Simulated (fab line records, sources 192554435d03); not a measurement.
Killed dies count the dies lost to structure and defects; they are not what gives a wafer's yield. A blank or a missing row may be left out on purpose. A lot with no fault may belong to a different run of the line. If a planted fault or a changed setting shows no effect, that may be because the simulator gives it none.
Split-lot trial :: flow n5-finfet :: route with 1938 steps; 7 lots, 21 wafers read

== THE SPLIT ==
At N5_BEOL_M3_TRENCH_ETCH_37 (etches SiOC in C4F6/O2, target depth 55.555 nm, time 29.2 s), the setting bias-w was moved away from the recipe's 185 W on 7 of the 21 wafers read, by -7.5% to +17.5%. The other wafers ran this setting at the recipe's value.

The split's own step is where the reading is taken.

== THE READING ==
rf-vpp-V, in V, at N5_BEOL_M3_TRENCH_ETCH_37 (etches SiOC in C4F6/O2, target depth 55.555 nm, time 29.2 s). Fault-free wafers of this fab line usually give 654 V, standard deviation 13 V.

wafer: L079.1
tool, chamber at the split: rie-diel-03, 2
bias-w as run, W: 185
against the recipe: recipe
rf-vpp-V, V: 664
against lot-mates on the recipe: -

wafer: L079.2
tool, chamber at the split: rie-diel-03, 3
bias-w as run, W: 185
against the recipe: recipe
rf-vpp-V, V: 636
against lot-mates on the recipe: -

wafer: L079.6
tool, chamber at the split: rie-diel-03, 1
bias-w as run, W: 185
against the recipe: recipe
rf-vpp-V, V: 647
against lot-mates on the recipe: -

wafer: L084.1
tool, chamber at the split: rie-diel-06, 3
bias-w as run, W: 185
against the recipe: recipe
rf-vpp-V, V: 655
against lot-mates on the recipe: -

wafer: L084.2
tool, chamber at the split: rie-diel-06, 0
bias-w as run, W: 185
against the recipe: recipe
rf-vpp-V, V: 676
against lot-mates on the recipe: -

wafer: L084.5
tool, chamber at the split: rie-diel-06, 1
bias-w as run, W: 185
against the recipe: recipe
rf-vpp-V, V: 648
against lot-mates on the recipe: -

wafer: L085.3
tool, chamber at the split: rie-diel-06, 0
bias-w as run, W: 185
against the recipe: recipe
rf-vpp-V, V: 675
against lot-mates on the recipe: -

wafer: L085.4
tool, chamber at the split: rie-diel-06, 3
bias-w as run, W: 185
against the recipe: recipe
rf-vpp-V, V: 655
against lot-mates on the recipe: -

wafer: L085.6
tool, chamber at the split: rie-diel-06, 3
bias-w as run, W: 171.4
against the recipe: -7.4%
rf-vpp-V, V: 615
against lot-mates on the recipe: -50

wafer: L086.1
tool, chamber at the split: rie-diel-03, 3
bias-w as run, W: 194.1
against the recipe: +4.9%
rf-vpp-V, V: 662
against lot-mates on the recipe: -1

wafer: L086.3
tool, chamber at the split: rie-diel-03, 2
bias-w as run, W: 185
against the recipe: recipe
rf-vpp-V, V: 663
against lot-mates on the recipe: -

wafer: L086.6
tool, chamber at the split: rie-diel-03, 1
bias-w as run, W: 194.1
against the recipe: +4.9%
rf-vpp-V, V: 672
against lot-mates on the recipe: +9

wafer: L089.1
tool, chamber at the split: rie-diel-02, 0
bias-w as run, W: 208.5
against the recipe: +12.7%
rf-vpp-V, V: 733
against lot-mates on the recipe: +94

wafer: L089.2
tool, chamber at the split: rie-diel-02, 3
bias-w as run, W: 208.5
against the recipe: +12.7%
rf-vpp-V, V: 747
against lot-mates on the recipe: +108

wafer: L089.4
tool, chamber at the split: rie-diel-02, 1
bias-w as run, W: 185
against the recipe: recipe
rf-vpp-V, V: 639
against lot-mates on the recipe: -

wafer: L090.1
tool, chamber at the split: rie-diel-06, 0
bias-w as run, W: 185
against the recipe: recipe
rf-vpp-V, V: 675
against lot-mates on the recipe: -

wafer: L090.4
tool, chamber at the split: rie-diel-06, 3
bias-w as run, W: 185
against the recipe: recipe
rf-vpp-V, V: 654
against lot-mates on the recipe: -

wafer: L090.5
tool, chamber at the split: rie-diel-06, 1
bias-w as run, W: 217.3
against the recipe: +17.5%
rf-vpp-V, V: 736
against lot-mates on the recipe: +72

wafer: L094.1
tool, chamber at the split: rie-diel-02, 3
bias-w as run, W: 185
against the recipe: recipe
rf-vpp-V, V: 679
against lot-mates on the recipe: -

wafer: L094.3
tool, chamber at the split: rie-diel-02, 1
bias-w as run, W: 171.2
against the recipe: -7.5%
rf-vpp-V, V: 598
against lot-mates on the recipe: -74

wafer: L094.6
tool, chamber at the split: rie-diel-02, 0
bias-w as run, W: 185
against the recipe: recipe
rf-vpp-V, V: 666
against lot-mates on the recipe: -

THE FIT
A straight line over all 21 wafers: rf-vpp-V changes by +5.55 V for each +1% of bias-w; r = +0.91; the points scatter about the line by 15 V.
The same after taking each lot's own level away (the mean of its wafers on the recipe; 21 wafers): +6.27 V for each +1%; r = +0.91; scatter 17 V.
According to that fit, moving bias-w by its largest amount changes the reading by 1.1e+02 V.
The lots' own levels span 639.0 to 672.5 V, that is 2.6 times the standard deviation above.
In other words, the slope is changed by the lot-to-lot level; the two fits disagree.
Check: +127 V against its lot-mates is what the line predicts for one of the wafers moved furthest among these (+17.5%) when that wafer is left out of the fit. Against them it came out at +71.5 V.
Tool readings at the split's step, against how far the setting was moved: rf-vpp-V r = +0.91.

== ADDITIONAL SPLITS CARRIED BY THESE WAFERS ==
These wafers also went through other splits before the reading. Each is held against what the fit with the lots' levels taken away leaves over:
other split on the same wafers: N5_BEOL_M0_SAQP_DESCUM_45 time-s
wafers away from the commonest value: 5
r with rf-vpp-V (lot level and that fit taken away): +0.11

other split on the same wafers: N5_BEOL_M1_ETCH_70 source-w
wafers away from the commonest value: 7
r with rf-vpp-V (lot level and that fit taken away): +0.27

other split on the same wafers: N5_BEOL_M1_VIA_ETCH_34 time-s
wafers away from the commonest value: 4
r with rf-vpp-V (lot level and that fit taken away): -0.10

other split on the same wafers: N5_BEOL_M2_COAT_67 spin-rpm
wafers away from the commonest value: 6
r with rf-vpp-V (lot level and that fit taken away): +0.13

== THE FILE'S OWN FIT ==
rf-vpp-V changes by +5.81 V for each +1% of bias-w, r = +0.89.
